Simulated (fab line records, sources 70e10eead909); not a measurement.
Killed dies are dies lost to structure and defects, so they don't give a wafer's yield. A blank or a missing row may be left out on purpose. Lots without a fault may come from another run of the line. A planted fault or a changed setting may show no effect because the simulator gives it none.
fab line records | flow nand_harc
record lots=6 wafers=16 last_day=32
route steps=1302 shown A_CHANNEL_HOLE_D1@457
lots that met no fault: from a run of the same line without faults
start_h: hours from the record's first day to the start of the lot's first wafer shown | wait_h: hours since the lot's step before | " the same as in the row above | L1.1+2: a row that stands for several wafers | - no value, or no start given | * or withheld: withheld | < > ~ a bound
route shown NAME@n: a module of which the file shows steps, and the number in the route of the first | usual: mean/standard deviation of fault-free wafers | same: alike in all rows | chamber/n: place in a boat | sites: the reading at each site | _std_site: their standard deviation | _edge_site: outer sites' mean less inner sites' | radius_mm: how far each site lies from the wafer's centre | mask NAME#n: copy n | behind: the tool/chamber that last shaped the wafer | hold: why the lot was held/for how many hours/how that ended | device: the transistor (n, p or np) that didn't switch | end of line: the same wafers' tests at the end of the route | a step without rows: its recipe alone | killed: dies lost to structure and defects at the first sort, not the wafer's yield | map: a wafer's dies, x killed, . not, _ none there
set.NAME: the setting as run; set.NAME@STEP: as run at that earlier step | model.NAME: the simulator's own value behind a step, which no gauge read
lots at some steps of the route; a table a step, a row a wafer
services: from which hour (start_h, from the record's first day; less than 0 if before it) a tool's chamber was out of use, for how many hours, and why
## steps
# step NHARC_A_CHANNEL_HOLE_D1_SOFTBAKE_05
# recipe temp_c=105 time_s=55
# step NHARC_A_CHANNEL_HOLE_D1_EBR_06
# step NHARC_A_CHANNEL_HOLE_D1_EXPOSE_07
# recipe na=1.35 target_cd_nm=100 sigma_outer=0.3 dose_mj=59.65 mask_id=HOLE_D1
# step NHARC_A_CHANNEL_HOLE_D1_PEB_08
# recipe peb_temp_c=100 peb_time_s=65
# step NHARC_A_CHANNEL_HOLE_D1_DEVELOP_09
# recipe develop_time_s=35 dev_temp_c=23
# step NHARC_A_CHANNEL_HOLE_D1_CD_MEAS_10
# recipe target_cd_nm=100 landing_energy_ev=500
# usual cd_nm=99.9/0.53
# columns lot.wafer tool chamber start_h wait_h cd_nm
L841.2 cd_sem-01 0 193.74 - 99.7
L841.3 " 0 " " 99.6
L841.5 " 0 " " 99.6
L848.2 cd_sem-01 0 263.96 - 100.6
L848.4 " 0 " " 99.6
L850.4 cd_sem-03 0 284.48 - 100.2
L850.6 " 0 " " 100.4
L856.1 cd_sem-03 0 350.11 - 99.7
L856.5 " 0 " " 100.6
L856.6 " 0 " " 99.8
L859.3 cd_sem-03 0 370.83 - 100.0
L859.5 " 0 " " 100.3
L859.6 " 0 " " 100.0
L860.4 cd_sem-03 0 380.27 - 99.7
L860.5 " 0 " " 99.6
L860.6 " 0 " " 100.8
# step NHARC_A_CHANNEL_HOLE_D1_OVL_MEAS_11
# usual overlay_x_nm=0.1/0.75 overlay_y_nm=-0.3/0.9
# columns lot.wafer tool chamber start_h wait_h overlay_x_nm overlay_y_nm
L841.2 overlay-01 - 193.83 - 0.9 1.2
L841.3 " - " " 0.8 0.9
L841.5 " - " " 0.7 0.9
L848.2 overlay-02 - 264.05 - 0.1 1.8
L848.4 " - " " 0.2 1.7
L850.4 overlay-01 - 284.56 - -1.2 -1.0
L850.6 " - " " -1.7 -0.9
L856.1 overlay-01 - 350.20 - 0.0 -1.4
L856.5 " - " " -0.4 -1.8
L856.6 " - " " 0.0 -1.1
L859.3 overlay-01 - 370.91 - -0.4 -1.0
L859.5 " - " " 0.3 -1.2
L859.6 " - " " -0.4 -1.4
L860.4 overlay-01 - 380.35 - -0.7 -0.7
L860.5 " - " " -0.8 -0.1
L860.6 " - " " -0.8 -0.7
# step NHARC_A_CHANNEL_HOLE_D1_INSPECT_12
# usual raw_defect_count=5.4/2.7
# columns lot.wafer tool chamber start_h wait_h raw_defect_count
L841.2 defect_inspect-02 - 193.86 0.0 13
L841.3 " - " " 9
L841.5 " - " " 5
L848.2 defect_inspect-01 - 264.08 0.0 3
L848.4 " - " " 1
L850.4 defect_inspect-01 - 284.60 0.0 6
L850.6 " - " " 6
L856.1 defect_inspect-02 - 350.24 0.0 3
L856.5 " - " " 4
L856.6 " - " " 3
L859.3 defect_inspect-01 - 370.95 0.0 5
L859.5 " - " " 14
L859.6 " - " " 11
L860.4 defect_inspect-02 - 380.39 0.0 4
L860.5 " - " " 1
L860.6 " - " " 3
# step NHARC_A_CHANNEL_HOLE_D1_DESCUM_15
# recipe time_s=3 o2_flow_sccm=200 ar_flow_sccm=0 bias_power_w=0 chemistry=O2
# usual drypump_motor_current_A=5.7/0.65 oes_product_au=0.997/0.012 rf_vpp_V=57.9/0.88 showerhead_plenum_p_Torr=1.95/0.074 throttle_valve_pct=11.311/0.0088
# columns lot.wafer tool chamber start_h wait_h drypump_motor_current_A oes_product_au rf_hours_counter_h rf_vpp_V showerhead_plenum_p_Torr throttle_valve_pct
L841.3 rie_diel-09 2 193.92 0.1 5.8 0.986 5 59.0 2.04 11.314
L841.2 " 3 " " 6.8 1.010 5 56.5 1.90 11.297
L841.5 " 2 " " 5.8 0.987 - 57.8 2.04 11.320
L848.4 rie_diel-07 2 264.16 0.1 6.1 0.993 57 59.8 1.99 11.312
L848.2 " 3 " " 4.7 1.000 54 56.5 1.85 11.312
L850.4 rie_diel-07 3 284.66 0.1 4.6 1.026 2 57.4 1.85 11.310
L850.6 " 3 " " 4.7 1.022 - 57.6 1.85 11.317
L856.1 rie_diel-09 2 350.31 0.1 5.8 0.996 4 58.3 2.04 11.316
L856.6 " 0 " " 6.0 0.999 - 56.7 1.95 11.318
L856.5 " 1 " " 6.2 0.980 - 57.7 2.00 11.308
L859.3 rie_diel-07 1 371.04 0.1 5.7 1.020 25 58.9 2.06 11.308
L859.5 " 2 " " 6.1 1.012 - 57.9 1.98 11.308
L859.6 " 3 " " 4.7 1.023 - 57.3 1.84 11.300
L860.4 rie_diel-09 1 380.46 0.1 6.2 0.992 7 57.1 2.00 11.312
L860.5 " 3 " " 6.8 1.007 - 57.0 1.90 11.319
L860.6 " 0 " " 6.1 1.006 - 58.3 1.95 11.316
# step NHARC_A_CHANNEL_HOLE_D1_ETCH_38
# recipe target_depth_a=390 over_etch_frac=0.3 time_s=65 ion_energy_ev=80 cf4_flow_sccm=150 ar_flow_sccm=0 rf_w=300 bias_w=100 chemistry=CF4
# usual drypump_motor_current_A=5.7/0.62 oes_product_au=0.997/0.012 rf_vpp_V=151.8/1.1 run_length_s=86.1/0.38 showerhead_plenum_p_Torr=1.81/0.062 throttle_valve_pct=13.283/0.0095
# columns lot.wafer tool chamber start_h wait_h drypump_motor_current_A oes_product_au rf_hours_counter_h rf_vpp_V run_length_s showerhead_plenum_p_Torr throttle_valve_pct
L841.3 rie_diel-09 2 194.01 0.1 5.7 0.982 5 152.8 86.2 1.88 13.268
L841.2 " 0 " " 6.0 0.991 5 151.1 86.2 1.80 13.292
L841.5 " 2 " " 5.8 0.974 - 152.8 86.0 1.88 13.289
L848.2 rie_diel-07 0 264.24 0.1 4.8 0.989 58 151.8 86.0 1.83 13.281
L848.4 " 2 " " 6.1 0.985 57 152.1 85.9 1.83 13.285
L850.4 rie_diel-07 2 284.75 0.1 6.1 1.011 1 153.5 85.9 1.83 13.277
L850.6 " 2 " " 6.1 1.016 - 153.1 86.1 1.83 13.291
L856.1 rie_diel-09 3 350.39 0.1 6.8 1.008 4 151.2 85.9 1.76 13.277
L856.6 " 1 " " 6.2 0.974 - 152.1 85.7 1.85 13.273
L856.5 " 2 " " 5.8 1.008 - 150.2 86.2 1.87 13.297
L859.3 rie_diel-07 3 371.21 0.2 4.7 1.018 32 151.8 85.9 1.71 13.298
L859.6 " 2 " " 6.1 1.021 - 153.2 86.1 1.83 13.290
L859.5 " 3 " " 4.7 1.035 - 151.7 86.1 1.71 13.286
L860.4 rie_diel-09 2 380.55 0.1 5.8 1.000 7 153.0 86.0 1.87 13.291
L860.6 " 3 " " 6.8 1.007 - 151.3 85.8 1.75 13.291
L860.5 " 0 " " 6.1 0.987 - 151.6 86.4 1.80 13.286
# step NHARC_A_CHANNEL_HOLE_D1_ETCH_39
# recipe target_depth_a=2600 over_etch_frac=0.3 time_s=325 ion_energy_ev=200 n2_flow_sccm=150 h2_flow_sccm=150 ar_flow_sccm=0 rf_w=400 bias_w=150 chemistry=N2/H2
# usual drypump_motor_current_A=5.8/0.62 n2_flow_sccm=150.1/0.43 oes_product_au=0.997/0.012 rf_vpp_V=431.6/2.3 run_length_s=346.1/0.43 showerhead_plenum_p_Torr=2.08/0.081 throttle_valve_pct=14.171/0.0091
# columns lot.wafer tool chamber start_h wait_h drypump_motor_current_A n2_flow_sccm oes_product_au rf_hours_counter_h rf_vpp_V run_length_s showerhead_plenum_p_Torr throttle_valve_pct
L841.3 rie_diel-09 0 - - 6.1 150.4 1.002 5 432.1 346.5 2.08 14.173
L841.2 " 1 " " 6.2 150.4 0.989 5 433.9 346.1 2.14 14.171
L841.5 " 0 " " 6.1 149.6 0.995 - 431.8 346.4 2.08 14.168
L848.4 rie_diel-07 3 - - 4.6 149.6 0.995 55 430.6 346.6 1.97 14.177
L848.2 " 2 " " 6.1 150.1 0.988 57 433.6 345.8 2.12 14.184
L850.4 rie_diel-07 2 - - 6.1 150.4 1.004 1 433.2 345.7 2.12 14.172
L850.6 " 1 " " 5.7 150.3 0.999 - 434.4 345.5 2.21 14.163
L856.1 rie_diel-09 2 - - 5.8 148.9 1.002 4 435.3 346.3 2.17 14.186
L856.6 " 2 " " 5.8 149.8 0.998 - 434.7 345.8 2.17 14.178
L856.5 " 3 " " 6.8 149.9 1.007 - 430.6 346.4 2.02 14.181
L859.3 rie_diel-07 0 - - 4.8 149.7 0.980 29 432.5 346.4 2.11 14.176
L859.6 " 2 " " 6.1 149.1 1.011 - 430.7 345.9 2.11 14.172
L859.5 " 3 " " 4.6 150.0 1.017 - 426.8 346.0 1.96 14.168
L860.4 rie_diel-09 2 - - 5.8 150.5 0.993 7 434.5 346.3 2.17 14.180
L860.5 " 0 " " 6.0 150.2 0.984 - 431.2 346.3 2.08 14.174
L860.6 " 1 " " 6.2 150.7 0.964 - 432.9 346.0 2.14 14.163
# step NHARC_A_CHANNEL_HOLE_D1_ETCH_34
# recipe target_depth_a=1540 time_s=77 cf4_flow_sccm=100 chf3_flow_sccm=30 ar_flow_sccm=0 rf_w=500 bias_w=200 chemistry=CF4/CHF3
# usual drypump_motor_current_A=5.8/0.63 oes_product_au=0.946/0.023 rf_vpp_V=371.6/2.1 run_length_s=98.2/0.41 showerhead_plenum_p_Torr=1.60/0.057 throttle_valve_pct=16.802/0.0093
# columns lot.wafer tool chamber start_h wait_h drypump_motor_current_A oes_product_au rf_hours_counter_h rf_vpp_V run_length_s showerhead_plenum_p_Torr throttle_valve_pct
L841.2 rie_diel-09 0 - - 6.0 0.922 5 371.8 98.3 1.60 16.812
L841.3 " 2 " " 5.8 0.915 6 374.2 98.3 1.67 16.806
L841.5 " 0 " " 6.0 0.923 - 371.1 98.3 1.60 16.810
L848.4 rie_diel-07 0 - - 4.8 0.918 59 371.0 98.4 1.63 16.811
L848.2 " 1 " " 5.7 0.926 57 375.1 97.2 1.70 16.803
L850.4 rie_diel-07 1 - - 5.7 0.975 1 374.2 97.2 1.70 16.799
L850.6 " 3 " " 4.6 0.975 - 367.1 98.1 1.52 16.793
L856.1 rie_diel-09 1 - - 6.2 0.933 4 374.7 97.8 1.64 16.797
L856.6 " 2 " " 5.8 0.978 - 372.9 98.2 1.67 16.797
L856.5 " 3 " " 6.8 0.979 - 369.5 98.0 1.56 16.805
L859.3 rie_diel-07 0 - - 4.8 0.951 30 372.1 98.6 1.62 16.787
L859.5 " 2 " " 6.1 0.958 - 372.6 98.5 1.63 16.824
L859.6 " 3 " " 4.7 0.963 - 369.7 97.8 1.52 16.809
L860.4 rie_diel-09 1 - - 6.1 0.906 7 372.4 97.6 1.64 16.823
L860.5 " 3 " " 6.8 0.932 - 371.6 98.3 1.56 16.810
L860.6 " 0 " " 6.1 0.925 - 372.2 98.5 1.60 16.816
# step NHARC_A_CHANNEL_HOLE_D1_ETCH_16
# recipe target_depth_a=31000 over_etch_frac=0.3 time_s=806 ion_energy_ev=150 o2_flow_sccm=400 cos_flow_sccm=20 ar_flow_sccm=0 rf_w=500 bias_w=300 chemistry=O2/COS
# usual drypump_motor_current_A=5.8/0.63 oes_product_au=0.998/0.012 rf_vpp_V=315.1/1.7 run_length_s=827.1/0.4 showerhead_plenum_p_Torr=3.19/0.12 throttle_valve_pct=28.331/0.0095
# columns lot.wafer tool chamber start_h wait_h drypump_motor_current_A oes_product_au rf_hours_counter_h rf_vpp_V run_length_s showerhead_plenum_p_Torr throttle_valve_pct
L841.3 rie_diel-09 2 194.45 - 5.8 0.987 6 317.2 827.2 3.32 28.339
L841.2 " 1 " " 6.1 0.977 6 315.2 827.0 3.27 28.314
L841.5 " 3 " " 6.8 1.000 - 315.2 827.3 3.10 28.337
L848.4 rie_diel-07 2 265.11 - 6.1 0.991 57 316.8 634.0 3.24 28.332
L848.2 " 3 " " 4.7 1.009 55 312.9 633.9 3.02 28.311
L850.4 rie_diel-07 2 285.30 - 6.1 1.003 1 315.9 634.2 3.24 28.335
L850.6 " 0 " " 4.8 0.990 - 316.2 827.2 3.23 28.320
L856.1 rie_diel-09 0 350.94 - 6.1 1.008 4 315.7 827.5 3.18 28.326
L856.6 " 2 " " 5.8 0.998 - 316.7 827.5 3.31 28.316
L856.5 " 3 " " 6.8 1.001 - 314.9 827.0 3.10 28.335
L859.3 rie_diel-07 1 371.98 - 5.7 1.015 25 316.5 826.3 3.35 28.339
L859.5 " 1 " " 5.7 1.014 - 316.4 826.2 3.35 28.331
L859.6 " 2 " " 6.1 1.019 - 317.0 827.0 3.22 28.325
L860.4 rie_diel-09 1 381.09 - 6.2 0.982 7 317.3 826.8 3.26 28.322
L860.5 " 3 " " 6.8 1.004 - 314.6 827.4 3.10 28.331
L860.6 " 0 " " 6.0 0.986 - 314.5 827.5 3.18 28.318
# step NHARC_A_CHANNEL_HOLE_D1_CD_MEAS_18
# usual cd_nm=99.0/2.3
# columns lot.wafer tool chamber start_h wait_h cd_nm
L841.2 cd_sem-01 - 195.03 - 101.2
L841.3 " - " " 101.8
L841.5 " - " " 101.5
L848.2 cd_sem-03 - 265.57 - 95.3
L848.4 " - " " 96.0
L850.4 cd_sem-01 - 285.78 - 101.9
L850.6 " - " " 99.7
L856.1 cd_sem-02 - 351.40 - 101.0
L856.5 " - " " 104.7
L856.6 " - " " 99.5
L859.3 cd_sem-01 - 372.56 - 100.3
L859.5 " - " " 97.2
L859.6 " - " " 98.3
L860.4 cd_sem-01 - 381.56 - 98.3
L860.5 " - " " 96.4
L860.6 " - " " 98.6
## services
# columns tool chamber start_h hours kind
rie_diel-09 0 177.18 - clean
rie_diel-09 1 177.18 - clean
rie_diel-09 2 177.18 - clean
rie_diel-09 3 177.18 - clean
rie_diel-09 0 201.68 - clean
rie_diel-09 1 201.68 - clean
rie_diel-09 2 201.68 - clean
rie_diel-09 3 201.68 - clean
rie_diel-09 0 226.31 - clean
rie_diel-09 1 226.31 - clean
rie_diel-09 2 226.31 - clean
rie_diel-09 3 226.31 - clean
rie_diel-09 0 250.81 - clean
rie_diel-09 1 250.81 - clean
rie_diel-09 2 250.81 - clean
rie_diel-09 3 250.81 - clean
rie_diel-07 - 270.46 9.0 pm
rie_diel-09 0 275.31 - clean
rie_diel-09 1 275.31 - clean
rie_diel-09 2 275.31 - clean
rie_diel-09 3 275.31 - clean
rie_diel-09 - 296.18 9.0 pm
rie_diel-09 0 296.18 9.0 vent_cycle
rie_diel-09 1 296.18 9.0 vent_cycle
## key
first_sign step=NHARC_A_CHANNEL_HOLE_D1_ETCH_16 reading=run_length_s direction=down sigmas=99+ usual=* struck=*
effect none on later readings
met_at NHARC_A_CHANNEL_HOLE_D1_ETCH_16
struck_wafers L848.2,L848.4,L850.4
later_rows_left_out L848.2,L848.4,L850.4
sort_left_out L848.2,L848.4,L850.4
tester_left_out L848,L850
fault kind=process_parameter_drift tool=rie_diel-07 chamber=- onset_h=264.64 steps=NHARC_A_CHANNEL_HOLE_D1_ETCH_16 channel=time_s offset=* shape=step end_h=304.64 scope=struck_wafers_only acts_in=* stated=*
# tester_left_out: of these lots the tester's yield and bins aren't shown, on N5 and GAA mostly nor the transistor test; their killed dies are dies lost to structure and defects alone, not to doping, threshold or leakage, so they don't give the yield
# sort_left_out: the simulated sort isn't trusted on such a fault, so these wafers' sort isn't shown, and their yield isn't known
# later_rows_left_out: the simulator's readings of these wafers behind a module that went badly wrong aren't trusted and aren't shown, but for the sort
